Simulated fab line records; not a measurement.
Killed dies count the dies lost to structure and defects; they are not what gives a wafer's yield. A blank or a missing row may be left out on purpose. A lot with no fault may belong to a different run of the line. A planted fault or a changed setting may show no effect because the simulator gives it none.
Chamber matching :: flow n5Finfet :: pecvd-02 running N5_BEOL_M7_PECVD_70: 3 sister chambers
The step deposits SiO2 from TEOS/O2, target thk 20 nm, time 22.7 s. 3 wafers are shown with their chamber, then 8 later ones without.

== WAFERS PAIRED WITH THEIR CHAMBERS ==
wafer: L082.5
chamber: 2
throttleValvePct (%): 21.0

wafer: L082.6
chamber: 0
throttleValvePct (%): 21.4

wafer: L087.3
chamber: 1
throttleValvePct (%): 23.8

== WAFERS WITH NO CHAMBER GIVEN ==
wafer: L087.4
throttleValvePct (%): 21.0

wafer: L087.5
throttleValvePct (%): 21.5

wafer: L089.1
throttleValvePct (%): 21.4

wafer: L089.2
throttleValvePct (%): 20.7

wafer: L089.6
throttleValvePct (%): 20.9

wafer: L093.1
throttleValvePct (%): 21.0

wafer: L093.2
throttleValvePct (%): 21.0

wafer: L093.5
throttleValvePct (%): 21.0

== EACH ONE'S CHAMBER ==
wafer: L087.4
from the rows above: 2
in truth: 2

wafer: L087.5
from the rows above: 0
in truth: 0

wafer: L089.1
from the rows above: 0
in truth: 0

wafer: L089.2
from the rows above: 2
in truth: 2

wafer: L089.6
from the rows above: 2
in truth: 2

wafer: L093.1
from the rows above: 2
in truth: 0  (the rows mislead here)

wafer: L093.2
from the rows above: 2
in truth: 2

wafer: L093.5
from the rows above: 2
in truth: 2
Correct placement for 7 of the 8. Number that these rows cannot place: 0. Wrongly placed: 1.
How it was worked out, from the rows above alone: a wafer's distance from a chamber is the root of the sum, over the readings, of the square of ((its reading less the chamber's mean) divided by the reading's scatter). The wafer belongs to the nearest chamber; if the next one is less than 2 further off, it can't be placed. Each chamber's mean is taken over the wafers shown for it. The scatter (one wafer shown for each chamber): square how far every hidden wafer sits from the nearest shown wafer, average those squares and take the square root.
